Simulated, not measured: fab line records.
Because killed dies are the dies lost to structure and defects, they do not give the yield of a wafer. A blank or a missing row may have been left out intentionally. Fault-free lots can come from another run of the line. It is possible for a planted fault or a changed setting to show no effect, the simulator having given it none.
Chamber matching	flow n5 finfet	rie diel-06 running N5_GATE_CUT_STRIP_59: 4 sister chambers
The step strips in N2/H2, time 20 s. 4 wafers are shown with their chamber, then 7 later ones without.

## EACH WAFER AND ITS CHAMBER
wafer	chamber	showerhead plenum p Torr (Torr)
L081.2	1	3.60
L085.5	0	3.24
L088.1	3	3.14
L088.2	2	3.30

## WAFERS WITH NO CHAMBER GIVEN
wafer	showerhead plenum p Torr (Torr)
L088.3	3.59
L091.3	3.13
L091.4	3.29
L091.6	3.59
L097.2	3.23
L097.4	3.23
L097.5	3.13

## WHICH CHAMBER EACH ONE RAN IN
wafer	from the rows above	in truth
L088.3	1	1
L091.3	3	3
L091.4	2	2
L091.6	1	1
L097.2	0	0
L097.4	0	0
L097.5	3	3
Correctly placed: 7 of 7. Left unplaced by these rows: 0. Placed wrongly: 0.
How it was worked out, from the rows above alone: a wafer's distance from a chamber is the root of the sum, over the readings, of the square of ((its reading less the chamber's mean) divided by the reading's scatter). The wafer belongs to the nearest chamber; if the next one is less than 2 further off, it can't be placed. For every chamber, the mean is computed from those of its wafers that are shown. The scatter: with one shown wafer a chamber, the root of the mean of the squares of how far each hidden wafer lies from its nearest shown one.
